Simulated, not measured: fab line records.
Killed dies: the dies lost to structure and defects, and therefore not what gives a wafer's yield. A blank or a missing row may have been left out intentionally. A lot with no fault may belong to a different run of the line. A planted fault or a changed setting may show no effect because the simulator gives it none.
fab line records | flow n5-finfet
record lots=5 wafers=15 last-day=19
route steps=1938 shown BEOL_M11@1586 BEOL_M12@1602
lots untouched by any fault: they come from a run of this same line in which no faults occurred
start-h: hours from the record's first day to the start of the lot's first wafer shown | wait-h: how many hours have passed since the lot's step before this one | " identical to the entry in the row above | L1.1+2: a single row standing in for several wafers | - no value, or no start given | * or withheld: withheld | < > ~ a bound
route shown NAME@n: a module of which the file shows steps, and the number in the route of the first | usual: average and standard deviation across the fault-free wafers | same: alike in all rows | chamber/n: place in a boat | sites: each site's reading | _std_site: how widely they spread, as a standard deviation | _edge_site: the outer-site mean with the inner-site mean subtracted | radius-mm: how far each site lies from the wafer's centre | mask NAME#n: copy n | behind: tool/chamber where the wafer was last shaped | hold: why the lot was held/for how many hours/how that ended | device: transistor that didn't switch, given as n, p or np | end of line: the route-end tests of the same wafers | for a step that has no rows: nothing shown but its recipe | killed: dies that structure and defects cost at the first sort, which is not the same as the wafer's yield | map: dies across one wafer; x = killed, . = not, _ = none there
set.NAME: setting as actually run; set.NAME@STEP: the setting as run at that earlier step | model.NAME: the simulator's own value behind a step, which no gauge read
lots at some steps of the route; a table a step, a row a wafer
services: from which hour (start-h, from the record's first day; less than 0 if before it) a tool's chamber was out of use, for how many hours, and why
## steps
# step N5_BEOL_M11_CD_MEAS_35
# recipe target-cd-nm=70 polarity=opening
# usual cd-nm=70.3/0.62
# columns lot.wafer tool chamber start-h wait-h cd-nm
L078.1 cd-sem-02 - 267.94 0.0 70.5
L078.2 " - " " 70.2
L078.5 " - " " 70.5
L083.2 cd-sem-02 - 304.62 0.0 69.3
L083.3 " - " " 70.5
L083.6 " - " " 70.6
L085.3 cd-sem-01 - 306.49 0.0 70.7
L085.4 " - " " 71.5
L085.5 " - " " 69.8
L093.3 cd-sem-01 - 396.10 0.0 69.6
L093.5 " - " " 71.5
L093.6 " - " " 70.3
L095.1 cd-sem-03 - 407.05 0.0 70.3
L095.2 " - " " 69.2
L095.6 " - " " 70.9
# step N5_BEOL_M11_CURE_72
# recipe temp-c=370 time-s=120 ambient=DMADMS/He material=SiCOH_lowk
# usual lamp-power-pct=52.31/0.054 wafer_temp_C_max=371.6/0.57
# columns lot.wafer tool chamber start-h wait-h lamp-power-pct wafer_temp_C_max
L078.1 uv-cure-03 1 268.00 0.1 52.43 371.0
L078.2 " 1 " " 52.24 370.7
L078.5 " 1 " " 52.28 370.6
L083.2 uv-cure-02 1 304.71 0.1 52.32 371.6
L083.3 " 1 " " 52.30 372.2
L083.6 " 1 " " 52.24 371.3
L085.3 uv-cure-01 2 306.63 0.1 52.21 372.6
L085.4 " 2 " " 52.25 372.6
L085.5 " 2 " " 52.26 372.9
L093.3 uv-cure-03 1 396.92 0.8 52.33 371.2
L093.5 " 1 " " 52.29 371.6
L093.6 " 1 " " 52.28 370.8
L095.1 uv-cure-03 1 407.15 0.1 52.34 371.1
L095.2 " 1 " " 52.33 370.8
L095.6 " 1 " " 52.41 371.4
# step N5_BEOL_M11_DEGAS_44
# recipe ambient=vacuum temp-c=250 time-s=60
# usual heater-power-w=344/25 susceptor-temp-C=250.00/0.17
# columns lot.wafer tool chamber start-h wait-h heater-power-w susceptor-temp-C
L078.1 pvd-sputter-02 - 268.39 0.3 327 249.99
L078.2 " - " " 335 250.11
L078.5 " - " " 401 250.15
L083.2 pvd-sputter-01 - 305.31 0.5 338 249.84
L083.3 " - " " 336 250.35
L083.6 " - " " 330 250.37
L085.3 pvd-sputter-02 - 306.92 0.2 407 249.69
L085.4 " - " " 323 250.15
L085.5 " - " " 335 250.04
L093.3 pvd-sputter-03 - 397.23 0.3 335 250.42
L093.5 " - " " 322 250.45
L093.6 " - " " 333 250.14
L095.1 pvd-sputter-01 - 408.00 0.8 341 249.84
L095.2 " - " " 356 249.88
L095.6 " - " " 330 249.98
# step N5_BEOL_M11_PRE_CLEAN_45
# recipe gas=H2/He time-s=30 temp-c=250
# usual heater-power-w=343/25 susceptor-temp-C=249.99/0.19
# columns lot.wafer tool chamber start-h wait-h heater-power-w susceptor-temp-C
L078.1 pvd-sputter-02 - 268.43 0.0 330 249.72
L078.2 " - " " 338 250.05
L078.5 " - " " 403 249.90
L083.2 pvd-sputter-01 - 305.35 0.0 344 250.06
L083.3 " - " " 336 250.14
L083.6 " - " " 325 250.29
L085.3 pvd-sputter-02 - 306.96 0.0 398 250.04
L085.4 " - " " 315 249.67
L085.5 " - " " 326 249.72
L093.3 pvd-sputter-03 - 397.27 0.0 329 250.29
L093.5 " - " " 332 249.78
L093.6 " - " " 332 250.33
L095.1 pvd-sputter-01 - 408.04 0.0 334 250.30
L095.2 " - " " 352 249.87
L095.6 " - " " 342 250.33
# step N5_BEOL_M11_ALD_74
# recipe material=TaN target-thk-a=20 temp-c=275 ald-precursor-family=PDMAT ald-co-reactant=NH3 pressure-torr=3 carrier-flow-sccm=1500 pulse-time-s=2 purge-time-s=3 co-reactant-purge-time-s=2 co-reactant-pulse-time-s=3 ald-cycles=40 precursor-vessel-temp-c=75 precursor-vessel-pressure-torr=26.25 precursor-vessel-carrier-sccm=1000
# usual heater-power-w=411/43 precursor-vessel-temp-c=74.98/0.13 susceptor-temp-C=275.01/0.2
# columns lot.wafer tool chamber start-h wait-h heater-power-w precursor-vessel-temp-c susceptor-temp-C
L078.1 ald-metal-01 1 268.49 0.0 384 74.95 275.44
L078.2 " 2 " " 396 74.95 275.16
L078.5 " 1 " " 386 75.15 275.51
L083.2 ald-metal-04 0 305.42 0.0 349 75.04 274.97
L083.3 " 2 " " 435 74.97 274.94
L083.6 " 0 " " 357 74.98 275.20
L085.3 ald-metal-01 3 307.03 0.1 373 74.89 274.69
L085.4 " 0 " " 471 75.06 275.01
L085.5 " 2 " " 396 75.04 275.02
L093.3 ald-metal-02 1 397.33 0.0 440 74.99 274.90
L093.5 " 2 " " 456 74.97 275.07
L093.6 " 1 " " 425 75.20 275.04
L095.1 ald-metal-01 2 408.10 0.0 401 75.13 274.90
L095.2 " 1 " " 383 75.16 274.71
L095.6 " 0 " " 486 74.84 274.94
# step N5_BEOL_M11_SURFACE_TREAT_76
# recipe gas=Ar time-s=* ion-energy-ev=* ion-current-ma-cm2=0.5 pressure-mtorr=* ar-flow-sccm=30
# usual throttle-valve-pct=*
# columns lot.wafer tool chamber start-h wait-h throttle-valve-pct
L078.1 pvd-sputter-02 - 268.77 0.2 *
L078.2 " - " " *
L078.5 " - " " *
L083.2 pvd-sputter-01 - 305.77 0.2 *
L083.3 " - " " *
L083.6 " - " " *
L085.3 pvd-sputter-02 - 307.32 0.2 *
L085.4 " - " " *
L085.5 " - " " *
L093.3 pvd-sputter-01 - 397.66 0.2 *
L093.5 " - " " *
L093.6 " - " " *
L095.1 pvd-sputter-01 - 408.48 0.2 *
L095.2 " - " " *
L095.6 " - " " *
# step N5_BEOL_M11_CVD_75
# recipe material=Co target-thk-a=20 temp-c=withheld precursor=CCTBA/H2 pressure-torr=30 time-s=138.9
# columns lot.wafer tool chamber start-h wait-h
L078.1+2+5 cvd-co-02 2,1,1 268.95 0.2
L083.2+3+6 cvd-co-02 1,0,1 305.90 0.1
L085.3+4+5 cvd-co-02 0,0,1 307.59 0.3
L093.3+5+6 cvd-co-01 1,2,1 397.74 0.1
L095.1+2+6 cvd-co-02 1,2,1 408.72 0.2
# step N5_BEOL_M11_SPUTTER_48
# recipe material=Cu target-thk-a=120 temp-c=-20 bias-v=60 power-w=26000 chamber-pressure-pa=0.13 time-s=2
# usual susceptor-temp-C=-19.99/0.11 throttle-valve-pct=29.3/1.1
# columns lot.wafer tool chamber start-h wait-h susceptor-temp-C throttle-valve-pct
L078.1 pvd-sputter-01 - 269.14 0.1 -20.04 28.8
L078.2 " - " " -20.04 30.2
L078.5 " - " " -19.95 30.2
L083.2 pvd-sputter-01 - 306.07 0.1 -20.07 28.8
L083.3 " - " " -20.01 29.9
L083.6 " - " " -19.93 28.4
L085.3 pvd-sputter-01 - 309.14 1.5 -19.81 28.4
L085.4 " - " " -20.03 29.0
L085.5 " - " " -19.95 29.1
L093.3 pvd-sputter-02 - 397.88 0.1 -20.02 28.5
L093.5 " - " " -19.99 30.4
L093.6 " - " " -20.01 30.2
L095.1 pvd-sputter-02 - 409.87 1.1 -19.99 30.5
L095.2 " - " " -19.90 28.3
L095.6 " - " " -20.03 26.7
# step N5_BEOL_M11_ECD_50
# recipe material=Cu target-thk-a=3180
# columns lot.wafer tool chamber start-h wait-h
L078.1+2+5 ecd-cu-01 0,1,1 269.25 0.1
L083.2+3+6 ecd-cu-02 0 306.19 0.1
L085.3+4+5 ecd-cu-02 0,1,0 309.29 0.1
L093.3+5+6 ecd-cu-01 1,1,0 398.04 0.1
L095.1+2+6 ecd-cu-01 0,1,0 409.99 0.1
# step N5_BEOL_M11_ANNEAL_51
# recipe temp-c=225 time-s=90 ambient=N2
# usual wafer_temp_C_max=226.0/0.34
# columns lot.wafer tool chamber start-h wait-h wafer_temp_C_max
L078.1 rtp-anneal-02 0 269.36 0.1 226.0
L078.2 " 0 " " 226.7
L078.5 " 0 " " 226.3
L083.2 rtp-anneal-01 0 306.34 0.1 225.8
L083.3 " 0 " " 225.8
L083.6 " 0 " " 226.1
L085.3 rtp-anneal-01 0 309.46 0.1 225.9
L085.4 " 0 " " 226.0
L085.5 " 0 " " 225.7
L093.3 rtp-anneal-01 0 398.47 0.4 225.6
L093.5 " 0 " " 226.0
L093.6 " 0 " " 225.7
L095.1 rtp-anneal-02 0 410.26 0.2 226.2
L095.2 " 0 " " 226.1
L095.6 " 0 " " 226.5
# step N5_BEOL_M11_CMP_52
# recipe stop-on=SiCOH_lowk t-overpolish-s=7 down-force-psi=1 platen-rpm=50 clearing-platen-down-force-psi=1.5 clearing-platen-rpm=50 post-cmp-clean=cu-alkaline target-thk-nm=140 clearing-platen-pad-velocity-m-s=0.99484 pad-velocity-m-s=0.99484
# usual barrier-field-endpoint-s=29.2/0.72 motor-current-A=5.7/0.72 overpolish-run-s=7.001/0.0091 slurry-filter-dp-kPa=13.48/0.13 time-to-endpoint-s=67/3
# same t-overpolish-s=7
# columns lot.wafer tool chamber start-h wait-h barrier-field-endpoint-s motor-current-A overpolish-run-s slurry-filter-dp-kPa time-to-endpoint-s
L078.2 cmp-04 2 269.66 0.2 28.2 6.8 6.997 13.64 68
L078.1 " 3 " " 29.9 4.7 6.992 13.52 72
L078.5 " 2 " " 29.3 7.0 7.003 13.12 65
L083.2 cmp-02 1 306.67 0.3 29.3 5.2 7.001 13.37 65
L083.3 " 2 " " 29.8 4.5 7.014 13.46 72
L083.6 " 3 " " 30.4 6.7 6.999 13.68 68
L085.4 cmp-04 2 309.74 0.2 29.7 7.2 7.003 13.67 66
L085.3 " 3 " " 29.1 4.9 7.025 13.46 67
L085.5 " 1 " " 29.3 5.3 7.025 13.46 65
L093.3 cmp-03 3 398.68 0.2 29.7 5.5 6.993 13.34 69
L093.6 " 3 " " 29.8 5.4 7.001 13.41 68
L093.5 " 0 " " 29.5 5.8 6.999 13.55 66
L095.2 cmp-02 0 410.59 0.2 29.1 5.8 7.008 13.54 69
L095.1 " 2 " " 29.1 4.2 7.010 13.39 66
L095.6 " 3 " " 29.4 6.7 6.999 13.35 69
# step N5_BEOL_M11_THK_MEAS_53
# recipe thk-meas-gauge=xrf reads=Cu_of_BEOL_M11_ECD_50
# usual M11_THK=141/4.1
# columns lot.wafer tool chamber start-h wait-h M11_THK[nm]
L078.1 film-metro-01 - 269.96 - 140
L078.2 " - " " 132
L078.5 " - " " 137
L083.2 film-metro-02 - 306.89 - 139
L083.3 " - " " 146
L083.6 " - " " 147
L085.3 film-metro-02 - 309.96 - 139
L085.4 " - " " 139
L085.5 " - " " 143
L093.3 film-metro-02 - 398.98 - 148
L093.5 " - " " 138
L093.6 " - " " 149
L095.1 film-metro-02 - 410.85 - 149
L095.2 " - " " 146
L095.6 " - " " 148
# step N5_BEOL_M11_PRE_CLEAN_55
# recipe gas=NH3 time-s=15 temp-c=withheld rf-power-w=300
# columns lot.wafer tool chamber start-h wait-h
L078.1+2+5 pecvd-02 1,2,0 269.99 0.0
L083.2+3+6 pecvd-01 1,0,2 306.93 0.0
L085.3+4+5 pecvd-02 0,0,1 310.00 0.0
L093.3+5+6 pecvd-01 0,1,2 399.01 0.0
L095.1+2+6 pecvd-04 2,0,2 410.89 0.0
# step N5_BEOL_M11_DEP_56
# recipe material=SiCN target-thk-a=300 temp-c=withheld precursor=3MS/NH3 pressure-torr=3 rf-w=675 time-s=10.5
# usual showerhead-plenum-p-Torr=4.150/0.021 throttle-valve-pct=18.4/0.97
# columns lot.wafer tool chamber start-h wait-h showerhead-plenum-p-Torr throttle-valve-pct
L078.1 pecvd-02 1 270.02 0.0 4.153 17.6
L078.2 " 2 " " 4.136 17.5
L078.5 " 0 " " 4.144 18.7
L083.2 pecvd-01 1 306.95 0.0 4.186 20.2
L083.3 " 0 " " 4.151 17.6
L083.6 " 2 " " 4.159 17.8
L085.3 pecvd-02 0 310.02 0.0 4.158 18.6
L085.4 " 0 " " 4.148 18.6
L085.5 " 1 " " 4.168 17.5
L093.3 pecvd-01 0 399.04 0.0 4.154 17.6
L093.5 " 1 " " 4.178 20.2
L093.6 " 2 " " 4.162 17.6
L095.1 pecvd-04 2 410.92 0.0 4.157 18.6
L095.2 " 0 " " 4.100 18.3
L095.6 " 2 " " 4.166 18.9
# step N5_BEOL_M11_RS_MEAS_57
# recipe thk-meas-gauge=four-point-probe reads=Cu_of_BEOL_M11_ECD_50+Co_of_BEOL_M11_CVD_75+TaN_of_BEOL_M11_ALD_74
# usual M11_RS=0.152/0.0046
# columns lot.wafer tool chamber start-h wait-h M11_RS[ohm/sq]
L078.1 film-metro-01 - 270.08 0.0 0.151
L078.2 " - " " 0.160
L078.5 " - " " 0.154
L083.2 film-metro-01 - 307.01 0.0 0.157
L083.3 " - " " 0.149
L083.6 " - " " 0.148
L085.3 film-metro-02 - 310.09 0.0 0.158
L085.4 " - " " 0.158
L085.5 " - " " 0.153
L093.3 film-metro-01 - 399.10 0.0 0.145
L093.5 " - " " 0.157
L093.6 " - " " 0.144
L095.1 film-metro-01 - 411.00 0.1 0.143
L095.2 " - " " 0.146
L095.6 " - " " 0.143
# step N5_BEOL_M11_INSPECT_58
# recipe inspect-instrument=darkfield mode=post-dep
# usual raw-defect-count=67/26
# columns lot.wafer tool chamber start-h wait-h raw-defect-count
L078.1 defect-inspect-01 - 270.11 0.0 78
L078.2 " - " " 64
L078.5 " - " " 79
L083.2 defect-inspect-01 - 307.04 0.0 47
L083.3 " - " " 66
L083.6 " - " " 89
L085.3 defect-inspect-02 - 310.11 0.0 74
L085.4 " - " " 85
L085.5 " - " " 103
L093.3 defect-inspect-02 - 399.13 0.0 30
L093.5 " - " " 50
L093.6 " - " " 73
L095.1 defect-inspect-02 - 411.03 0.0 87
L095.2 " - " " 70
L095.6 " - " " 62
# step N5_BEOL_M12_ILD_DEP_00
# recipe material=SiOC target-thk-a=6589.2 temp-c=350 precursor=DEMS/O2 pressure-torr=5 rf-w=500 time-s=130.7
# usual heater-power-w=476/78 showerhead-plenum-p-Torr=5.684/0.016 susceptor-temp-C=350.01/0.21 throttle-valve-pct=12.1/0.39
# columns lot.wafer tool chamber start-h wait-h heater-power-w showerhead-plenum-p-Torr susceptor-temp-C throttle-valve-pct
L078.1 pecvd-04 2 270.14 0.0 487 5.689 350.07 12.3
L078.2 " 1 " " 437 5.660 350.24 12.3
L078.5 " 0 " " 537 5.648 349.89 12.0
L083.2 pecvd-04 0 307.08 0.0 495 5.660 349.79 12.0
L083.3 " 1 " " 444 5.668 349.80 11.9
L083.6 " 2 " " 437 5.671 349.95 12.1
L085.3 pecvd-04 0 310.15 0.0 497 5.662 350.28 12.1
L085.4 " 1 " " 430 5.670 349.71 12.3
L085.5 " 0 " " 514 5.644 350.00 11.8
L093.3 pecvd-02 0 399.16 0.0 351 5.680 350.40 12.4
L093.5 " 1 " " 431 5.698 349.99 11.6
L093.6 " 2 " " 574 5.682 350.06 11.8
L095.1 pecvd-02 2 411.07 0.0 561 5.679 350.10 11.8
L095.2 " 1 " " 465 5.685 349.95 11.4
L095.6 " 2 " " 574 5.683 350.39 11.9
# step N5_BEOL_M12_THK_MEAS_01
# recipe reads=SiOC_of_BEOL_M12_ILD_DEP_00
# usual M12_ILD_THK=659/9
# columns lot.wafer tool chamber start-h wait-h M12_ILD_THK[nm]
L078.1 film-metro-01 - 270.27 0.1 654
L078.2 " - " " 640
L078.5 " - " " 661
L083.2 film-metro-01 - 307.21 0.1 650
L083.3 " - " " 640
L083.6 " - " " 664
L085.3 film-metro-01 - 310.28 0.1 649
L085.4 " - " " 658
L085.5 " - " " 662
L093.3 film-metro-01 - 399.30 0.1 656
L093.5 " - " " 667
L093.6 " - " " 660
L095.1 film-metro-02 - 411.20 0.1 650
L095.2 " - " " 663
L095.6 " - " " 670
# step N5_BEOL_M12_COAT_58
# recipe resist=BARC temp-c=205 time-s=60 spin-rpm=1500 resist-thk-nm=89
# usual chill-plate-temp-C=23.01/0.11
# columns lot.wafer tool chamber start-h wait-h chill-plate-temp-C
L078.1 litho-track-05 0 270.31 0.0 22.90
L078.2 " 0 " " 23.03
L078.5 " 0 " " 23.03
L083.2 litho-track-05 0 307.24 0.0 23.01
L083.3 " 0 " " 22.99
L083.6 " 0 " " 23.22
L085.3 litho-track-05 0 310.31 0.0 23.11
L085.4 " 0 " " 23.23
L085.5 " 0 " " 23.08
L093.3 litho-track-03 0 399.33 0.0 23.02
L093.5 " 0 " " 23.12
L093.6 " 0 " " 23.12
L095.1 litho-track-02 0 411.23 0.0 22.90
L095.2 " 0 " " 22.99
L095.6 " 0 " " 22.96
# step N5_BEOL_M12_COAT_04
# recipe spin-rpm=1625 resist-thk-nm=400
# usual chill-plate-temp-C=23.00/0.09
# columns lot.wafer tool chamber start-h wait-h chill-plate-temp-C
L078.1 litho-track-05 0 - - 23.11
L078.2 " 0 " " 22.96
L078.5 " 0 " " 22.94
L083.2 litho-track-05 0 - - 22.93
L083.3 " 0 " " 23.06
L083.6 " 0 " " 22.96
L085.3 litho-track-05 0 - - 23.06
L085.4 " 0 " " 22.96
L085.5 " 0 " " 23.16
L093.3 litho-track-03 0 - - 22.76
L093.5 " 0 " " 22.94
L093.6 " 0 " " 22.96
L095.1 litho-track-02 0 - - 23.07
L095.2 " 0 " " 23.00
L095.6 " 0 " " 22.87
# step N5_BEOL_M12_EBR_06
# recipe solvent=PGMEA ebr-width-mm=1.5
# usual chill-plate-temp-C=23.01/0.11
# columns lot.wafer tool chamber start-h wait-h chill-plate-temp-C
L078.1 litho-track-05 0 - - 22.99
L078.2 " 0 " " 22.98
L078.5 " 0 " " 22.97
L083.2 litho-track-05 0 - - 23.23
L083.3 " 0 " " 23.00
L083.6 " 0 " " 23.14
L085.3 litho-track-05 0 - - 23.14
L085.4 " 0 " " 23.25
L085.5 " 0 " " 23.14
L093.3 litho-track-03 0 - - 22.98
L093.5 " 0 " " 22.97
L093.6 " 0 " " 23.04
L095.1 litho-track-02 0 - - 22.97
L095.2 " 0 " " 23.12
L095.6 " 0 " " 22.95
# step N5_BEOL_M12_SOFTBAKE_05
# recipe temp-c=130 time-s=60
# usual chill-plate-temp-C=22.99/0.1
# columns lot.wafer tool chamber start-h wait-h chill-plate-temp-C
L078.1 litho-track-05 0 - - 23.02
L078.2 " 0 " " 23.03
L078.5 " 0 " " 23.11
L083.2 litho-track-05 0 - - 23.08
L083.3 " 0 " " 23.07
L083.6 " 0 " " 23.03
L085.3 litho-track-05 0 - - 23.04
L085.4 " 0 " " 23.05
L085.5 " 0 " " 22.95
L093.3 litho-track-03 0 - - 22.86
L093.5 " 0 " " 22.99
L093.6 " 0 " " 22.96
L095.1 litho-track-02 0 - - 22.88
L095.2 " 0 " " 22.85
L095.6 " 0 " " 23.02
# step N5_BEOL_M12_EXPOSE_07
# recipe mask-id=V11 na=0.93 source-shape=conventional sigma-outer=0.6 polarization=unpolarized attpsm-phase-deg=180 dose-mj=32.5
# usual focus-offset-nm=0.0/0.46 stage-vel-mm-s=500.00/0.24
# columns lot.wafer tool chamber start-h wait-h mask focus-offset-nm stage-vel-mm-s
L078.1 krf-scanner-01 0 270.41 - V11#0 -0.8 499.83
L078.2 " 0 " " V11#0 -1.0 500.00
L078.5 " 0 " " V11#0 -0.5 500.30
L083.2 krf-scanner-02 0 307.34 - V11#0 0.0 500.18
L083.3 " 0 " " V11#0 1.0 500.16
L083.6 " 0 " " V11#0 0.3 499.96
L085.3 krf-scanner-02 0 310.42 - V11#0 0.1 500.04
L085.4 " 0 " " V11#0 -0.2 500.12
L085.5 " 0 " " V11#0 0.0 499.71
L093.3 krf-scanner-02 0 399.44 - V11#0 0.3 500.43
L093.5 " 0 " " V11#0 0.5 500.43
L093.6 " 0 " " V11#0 0.8 500.17
L095.1 krf-scanner-02 0 411.45 - V11#0 -0.2 499.90
L095.2 " 0 " " V11#0 0.8 499.68
L095.6 " 0 " " V11#0 -0.8 499.84
# step N5_BEOL_M12_PEB_08
# recipe peb-temp-c=130 peb-time-s=90
# usual chill-plate-temp-C=23.02/0.1
# columns lot.wafer tool chamber start-h wait-h chill-plate-temp-C
L078.1 litho-track-02 0 270.46 0.1 22.95
L078.2 " 0 " " 22.83
L078.5 " 0 " " 22.91
L083.2 litho-track-05 0 307.40 0.0 23.06
L083.3 " 0 " " 23.04
L083.6 " 0 " " 23.02
L085.3 litho-track-02 0 310.47 0.0 22.99
L085.4 " 0 " " 22.92
L085.5 " 0 " " 22.86
L093.3 litho-track-05 0 399.48 0.0 23.19
L093.5 " 0 " " 23.09
L093.6 " 0 " " 23.32
L095.1 litho-track-05 0 411.51 0.1 23.01
L095.2 " 0 " " 23.03
L095.6 " 0 " " 23.10
# step N5_BEOL_M12_DEVELOP_09
# recipe develop-time-s=45 rinse-liquid=diw dry=air-spin dev-temp-c=21
# usual chill-plate-temp-C=22.99/0.1
# columns lot.wafer tool chamber start-h wait-h chill-plate-temp-C
L078.1 litho-track-02 0 - - 22.83
L078.2 " 0 " " 22.93
L078.5 " 0 " " 23.00
L083.2 litho-track-05 0 - - 23.01
L083.3 " 0 " " 22.95
L083.6 " 0 " " 22.90
L085.3 litho-track-02 0 - - 23.04
L085.4 " 0 " " 22.90
L085.5 " 0 " " 22.99
L093.3 litho-track-05 0 - - 23.04
L093.5 " 0 " " 22.95
L093.6 " 0 " " 23.09
L095.1 litho-track-05 0 - - 22.99
L095.2 " 0 " " 22.98
L095.6 " 0 " " 22.90
# step N5_BEOL_M12_HARDBAKE_14
# recipe temp-c=130 time-s=120
# usual chill-plate-temp-C=23.02/0.11
# columns lot.wafer tool chamber start-h wait-h chill-plate-temp-C
L078.1 litho-track-02 0 - - 23.12
L078.2 " 0 " " 23.22
L078.5 " 0 " " 23.02
L083.2 litho-track-05 0 - - 23.00
L083.3 " 0 " " 22.90
L083.6 " 0 " " 22.88
L085.3 litho-track-02 0 - - 22.94
L085.4 " 0 " " 22.99
L085.5 " 0 " " 23.01
L093.3 litho-track-05 0 - - 23.27
L093.5 " 0 " " 23.19
L093.6 " 0 " " 23.13
L095.1 litho-track-05 0 - - 22.72
L095.2 " 0 " " 22.98
L095.6 " 0 " " 22.89
# step N5_BEOL_M12_CD_MEAS_10
# recipe target-cd-nm=140 landing-energy-ev=500 detector=se-inlens polarity=opening
# usual cd-nm=140.2/1.2
# columns lot.wafer tool chamber start-h wait-h cd-nm
L078.1 cd-sem-03 0 270.58 - 138.2
L078.2 " 0 " " 140.5
L078.5 " 0 " " 139.7
L083.2 cd-sem-03 0 307.51 - 140.0
L083.3 " 0 " " 142.7
L083.6 " 0 " " 140.0
L085.3 cd-sem-01 0 310.59 - 139.5
L085.4 " 0 " " 137.7
L085.5 " 0 " " 140.0
L093.3 cd-sem-03 0 399.61 - 139.5
L093.5 " 0 " " 139.0
L093.6 " 0 " " 141.6
L095.1 cd-sem-01 0 411.62 - 141.9
L095.2 " 0 " " 143.9
L095.6 " 0 " " 141.2
# step N5_BEOL_M12_OVL_MEAS_11
# recipe points-per-wafer=44
# usual V11_OVL=3/4.9
# columns lot.wafer tool chamber start-h wait-h V11_OVL[nm]
L078.1 overlay-01 0 270.61 0.0 9
L078.2 " 0 " " 14
L078.5 " 0 " " 13
L083.2 overlay-01 0 307.54 0.0 5
L083.3 " 0 " " 1
L083.6 " 0 " " 0
L085.3 overlay-02 0 310.62 0.0 -3
L085.4 " 0 " " 6
L085.5 " 0 " " -1
L093.3 overlay-01 0 399.63 0.0 -1
L093.5 " 0 " " 4
L093.6 " 0 " " 5
L095.1 overlay-01 0 411.65 0.0 -3
L095.2 " 0 " " -9
L095.6 " 0 " " -5
# step N5_BEOL_M12_INSPECT_12
# recipe mode=adi inspect-instrument=macro
# usual raw-defect-count=2/1.5
# columns lot.wafer tool chamber start-h wait-h raw-defect-count
L078.1 defect-inspect-02 - 270.63 0.0 1
L078.2 " - " " 4
L078.5 " - " " 2
L083.2 defect-inspect-01 - 307.57 0.0 0
L083.3 " - " " 2
L083.6 " - " " 1
L085.3 defect-inspect-02 - 310.64 0.0 1
L085.4 " - " " 1
L085.5 " - " " 3
L093.3 defect-inspect-01 - 399.67 0.0 1
L093.5 " - " " 3
L093.6 " - " " 1
L095.1 defect-inspect-02 - 411.68 0.0 1
L095.2 " - " " 0
L095.6 " - " " 3
# step N5_BEOL_M12_DESCUM_15
# recipe chemistry=O2 time-s=7.9 source-power-w=50 bias-power-w=20 pressure-mtorr=20 rf-frequency-hz=2.712e+07 temp-c=40 o2-flow-sccm=225
# usual drypump-motor-current-A=5.5/0.31 oes-product-au=0.83/0.083 rf-vpp-V=243.4/1.4 showerhead-plenum-p-Torr=2.11/0.081 throttle-valve-pct=20.29/0.26
# columns lot.wafer tool chamber start-h wait-h drypump-motor-current-A oes-product-au rf-hours-counter-h rf-vpp-V showerhead-plenum-p-Torr throttle-valve-pct
L078.1 rie-diel-03 1 270.67 0.0 5.8 0.94 10 242.4 2.15 20.39
L078.2 " 0 " " 5.8 0.88 43 244.2 2.13 19.90
L078.5 " 2 " " 5.0 0.87 - 244.7 2.23 20.52
L083.2 rie-diel-03 3 307.60 0.0 5.4 0.79 98 243.3 2.14 20.68
L083.3 " 1 " " 5.8 0.90 23 243.5 2.14 20.40
L083.6 " 0 " " 5.8 0.87 - 244.0 2.12 19.88
L085.3 rie-diel-04 2 310.68 0.0 5.4 0.91 34 242.8 2.05 19.94
L085.4 " 2 " " 5.4 0.91 - 242.3 2.05 19.94
L085.5 " 3 " " 5.2 0.70 - 242.9 2.06 20.40
L093.3 rie-diel-04 2 399.70 0.0 5.4 0.86 64 242.0 2.03 20.00
L093.5 " 1 " " 5.9 0.89 - 246.2 2.22 20.09
L093.6 " 0 " " 5.5 0.91 - 241.5 2.05 20.02
L095.1 rie-diel-03 1 411.71 0.0 5.8 0.86 57 242.4 2.13 20.47
L095.2 " 0 " " 5.9 0.83 82 243.3 2.11 19.93
L095.6 " 2 " " 4.9 0.81 - 244.3 2.21 20.62
# step N5_BEOL_M12_ETCH_59
# recipe chemistry=N2/H2 target=BARC target-depth-a=890 overetch-a=267 time-s=67.9 ion-energy-ev=200 pressure-mtorr=30 source-w=840 bias-w=150 n2-flow-sccm=200 h2-flow-sccm=200
# usual drypump-motor-current-A=5.5/0.3 oes-product-au=0.71/0.064 rf-vpp-V=524.6/2.7 showerhead-plenum-p-Torr=2.57/0.094 throttle-valve-pct=17.74/0.23
# columns lot.wafer tool chamber start-h wait-h drypump-motor-current-A oes-product-au rf-hours-counter-h rf-vpp-V showerhead-plenum-p-Torr throttle-valve-pct
L078.1 rie-diel-03 1 270.70 0.0 5.8 0.80 10 526.7 2.60 17.84
L078.2 " 0 " " 5.8 0.72 43 523.8 2.59 17.42
L078.5 " 2 " " 4.9 0.73 - 528.8 2.70 17.91
L083.2 rie-diel-03 3 307.63 0.0 5.4 0.67 98 523.9 2.56 17.92
L083.3 " 1 " " 5.9 0.77 23 525.6 2.60 17.84
L083.6 " 0 " " 5.8 0.73 - 525.5 2.59 17.42
L085.3 rie-diel-04 2 310.71 0.0 5.4 0.77 34 521.9 2.48 17.31
L085.4 " 2 " " 5.4 0.76 - 521.6 2.48 17.32
L085.5 " 3 " " 5.2 0.60 - 522.4 2.53 18.08
L093.3 rie-diel-04 2 399.73 0.0 5.4 0.73 64 522.6 2.47 17.38
L093.5 " 1 " " 5.9 0.76 - 528.3 2.71 17.54
L093.6 " 0 " " 5.5 0.78 - 522.9 2.49 17.61
L095.1 rie-diel-03 1 411.75 0.0 5.8 0.73 57 524.7 2.58 17.90
L095.2 " 0 " " 5.8 0.68 82 524.6 2.58 17.49
L095.6 " 2 " " 4.9 0.69 - 527.8 2.68 18.00
## services
# columns tool chamber start-h hours kind
rtp-anneal-01 - 244.32 0.9 pm
cmp-02 - 246.51 0.8 repair
pecvd-02 - 247.82 2.8 pm
krf-scanner-02 - 247.92 1.8 repair
ecd-cu-01 - 254.51 8.4 pm
rie-diel-04 2 262.52 29.1 repair
cmp-04 - 263.49 6.0 pm
krf-scanner-02 - 269.82 1.0 pm
uv-cure-03 - 270.70 6.0 pm
krf-scanner-02 - 273.73 0.8 pm
pecvd-01 1 276.42 5.0 repair
uv-cure-03 - 277.73 9.2 repair
rie-diel-03 0 285.15 18.7 repair
cmp-02 - 289.29 2.2 repair
krf-scanner-02 - 291.61 0.5 repair
cvd-co-02 - 331.18 1.1 repair
pecvd-01 - 350.02 2.8 repair
rie-diel-03 2 360.21 3.0 repair
krf-scanner-02 - 368.28 1.3 pm
pvd-sputter-01 - 370.77 4.7 repair
ecd-cu-01 - 373.13 1.5 repair
rie-diel-04 3 400.12 6.5 repair
uv-cure-03 - 402.75 1.0 pm
rie-diel-03 - 404.61 0.9 repair
## key
fault none
